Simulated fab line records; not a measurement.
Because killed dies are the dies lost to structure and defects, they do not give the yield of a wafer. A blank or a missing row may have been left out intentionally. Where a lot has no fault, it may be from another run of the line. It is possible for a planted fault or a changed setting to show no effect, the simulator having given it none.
Check for tools in common + flow nand-harc + Sample size 2 lots and 6 wafers

## THE REASON FOR OPENING IT
On 1 of the 2 lots, a flag is raised at NHARC_END_SORT_01 on the reading killed-at-periphery. Fault-free wafers read 3.6, with a standard deviation of 2.6.
Rule: a lot gets a flag if all its wafers with a number sit over 4 standard deviations from that mean, or if no wafer of it has a number. The other lots count as sound.

| lot  | measured     | on        | killed-at-periphery, wafer by wafer | flag    |
|------|--------------|-----------|-------------------------------------|---------|
| L370 | day 22 01:16 | prober-02 | 640 636 638                         | FLAGGED |
| L373 | day 22 01:18 | prober-01 | 0 7 2                               |         |
The numbers of the flagged lots are 638.0 on average: +634.4 against the usual, or +99 or more standard deviations.

## LOT BY LOT: THE TOOL USED
The record holds 3 process steps before the reading, out of a route of 1159 steps. Every cell lists first the tool, next ch and the chambers used by the sampled wafers, and last the start.
| lot  | flag    | NHARC_P_GATE_HM_DEP_102      | NHARC_P_GATE_ALD_36              | NHARC_P_GATE_EXPOSE_43           |
|------|---------|------------------------------|----------------------------------|----------------------------------|
| L370 | FLAGGED | acl-dep-03 ch 0, day 6 04:14 | ald-sin-01 ch 0,1,3, day 6 08:42 | krf-scanner-04 ch 0, day 6 18:03 |
| L373 |         | acl-dep-02 ch 0, day 6 17:27 | ald-sin-01 ch 1,2,3, day 6 20:40 | krf-scanner-04 ch 0, day 7 06:59 |
These steps, and what they do:
- NHARC_P_GATE_HM_DEP_102: deposits aC, target thk 120 nm.
- NHARC_P_GATE_ALD_36: deposits SiNx, target thk 20 nm, pulse time 60 s, ald cycles 223.
- NHARC_P_GATE_EXPOSE_43: exposes mask P NSD, target cd 720 nm.
- NHARC_END_SORT_01

## FLAGGED AGAINST TOTAL, ONE TOOL AT A TIME (gauges that did the reading follow at the end)
| step                    | tool           | lots run | flagged | share of the flagged lots | sound lots run after its first flagged lot |
|-------------------------|----------------|----------|---------|---------------------------|--------------------------------------------|
| NHARC_P_GATE_HM_DEP_102 | acl-dep-02     | 1        | 0       | none                      | -                                          |
| NHARC_P_GATE_HM_DEP_102 | acl-dep-03     | 1        | 1       | all                       | 0                                          |
| NHARC_P_GATE_ALD_36     | ald-sin-01     | 2        | 1       | all                       | 1 (L373)                                   |
| NHARC_P_GATE_EXPOSE_43  | krf-scanner-04 | 2        | 1       | all                       | 1 (L373)                                   |
| NHARC_END_SORT_01       | prober-01      | 1        | 0       | none                      | -                                          |
| NHARC_END_SORT_01       | prober-02      | 1        | 1       | all                       | 0                                          |

## THE TABLE: WHAT IT ALLOWS
4 rows of the table ran every flagged lot: acl-dep-03 at NHARC_P_GATE_HM_DEP_102, ald-sin-01 at NHARC_P_GATE_ALD_36, krf-scanner-04 at NHARC_P_GATE_EXPOSE_43, prober-02 at NHARC_END_SORT_01.
- acl-dep-03 at NHARC_P_GATE_HM_DEP_102: 1 of its 1 lot flagged. It ran no sound lot before its first flagged lot in this sample, so the start can't be narrowed down.
- ald-sin-01 at NHARC_P_GATE_ALD_36: 1 of its 2 lots flagged. Lots that were sound ran on it after the first flagged one (L373); a persistent fault on the entire tool would not allow that.
- krf-scanner-04 at NHARC_P_GATE_EXPOSE_43: 1 of its 2 lots flagged. Lots that were sound ran on it after the first flagged one (L373); a persistent fault on the entire tool would not allow that.
- prober-02 at NHARC_END_SORT_01: 1 of its 1 lot flagged. It ran no sound lot before its first flagged lot in this sample, so the start can't be narrowed down.
Counting lots can't tell these 2 tools apart, because each fits a fault that began at some hour. More lots, or a look at what each step does to the wafer, might.

## WHAT THE SIMULATOR HAD INSERTED
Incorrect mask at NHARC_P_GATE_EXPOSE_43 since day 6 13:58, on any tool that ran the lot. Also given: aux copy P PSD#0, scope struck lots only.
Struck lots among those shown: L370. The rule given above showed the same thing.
